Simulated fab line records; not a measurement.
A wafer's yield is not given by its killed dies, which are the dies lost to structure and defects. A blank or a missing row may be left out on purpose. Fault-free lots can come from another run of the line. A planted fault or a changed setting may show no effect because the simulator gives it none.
Which tool did it? ; flow nand-harc ; 24 lots, 72 wafers sampled, at 1 step of a route of 1159

== WHAT THE GAUGES READ, wafer by wafer ==
NHARC_A_CHANNEL_FILL_D1_INSPECT_13.
lot;measured;on;raw-defect-count
L074;day 11 01:59;defect-inspect-02;446 309 180
L076;day 11 02:02;defect-inspect-01;317 165 153
L075;day 11 02:09;defect-inspect-02;234 146 167
L078;day 11 08:23;defect-inspect-02;753 371 395
L079;day 11 08:25;defect-inspect-01;232 286 381
L077;day 11 16:22;defect-inspect-02;275 432 232
L081;day 12 05:01;defect-inspect-02;203 273 125
L080;day 12 05:01;defect-inspect-02;248 446 238
L084;day 12 18:56;defect-inspect-02;189 257 97
L082;day 12 18:58;defect-inspect-02;397 151 215
L083;day 12 22:46;defect-inspect-02;181 153 285
L087;day 14 00:01;defect-inspect-01;281 230 304
L085;day 14 00:12;defect-inspect-01;256 214 220
L086;day 14 03:28;defect-inspect-01;478 332 406
L088;day 14 12:31;defect-inspect-01;209 258 222
L089;day 14 12:41;defect-inspect-02;317 339 368
L090;day 14 17:41;defect-inspect-01;212 595 245
L091;day 14 17:51;defect-inspect-02;505 188 257
L092;day 15 04:16;defect-inspect-01;397 183 164
L093;day 15 09:25;defect-inspect-01;252 347 227
L094;day 15 15:38;defect-inspect-01;219 283 364
L095;day 15 15:43;defect-inspect-01;445 295 267
L096;day 16 09:02;defect-inspect-02;295 173 163
L097;day 16 15:31;defect-inspect-01;122 134 136

== WHAT TOOL EACH LOT RAN ON (gives the tool, then ch and the chambers of the sampled wafers, and finally the start) ==
There is no process step in the record ahead of these readings.

== AS READ BY THE TOOLS THEMSELVES (means over the sampled wafers that have a number; for cases with no such wafer, the mark the record gives instead) ==
The record holds no such reading with a usual standard deviation.

== THE ANSWER, worked out from the rows above alone ==
Rule: the lots themselves supply what counts as usual. The widest of any qualifying gaps counts: lots, ordered by their means at a reading, are off when they make up no more than a third of the lots, leave a main group of 4 or more, and stand apart from it by 3 or more times the standard deviation of that group's means. The tables above print the reading to a certain number of digits; a main group whose means all agree to those digits is not used. A lot without any number at a reading at which 4 lots or more have one is off too. Where the step has rows for the other lots, those lots are counted as sound. After the gauges, taken in route order, come the tools' own readings; for these a lot's mean is taken, as printed above. The first step at which some lot is off is used, and at that step the reading that is off furthest; a lot without a number counts as furthest.
Across all readings shown, no lot is off: no conclusion can be drawn from this.

== WHAT WAS PUT IN BY THE SIMULATOR ==
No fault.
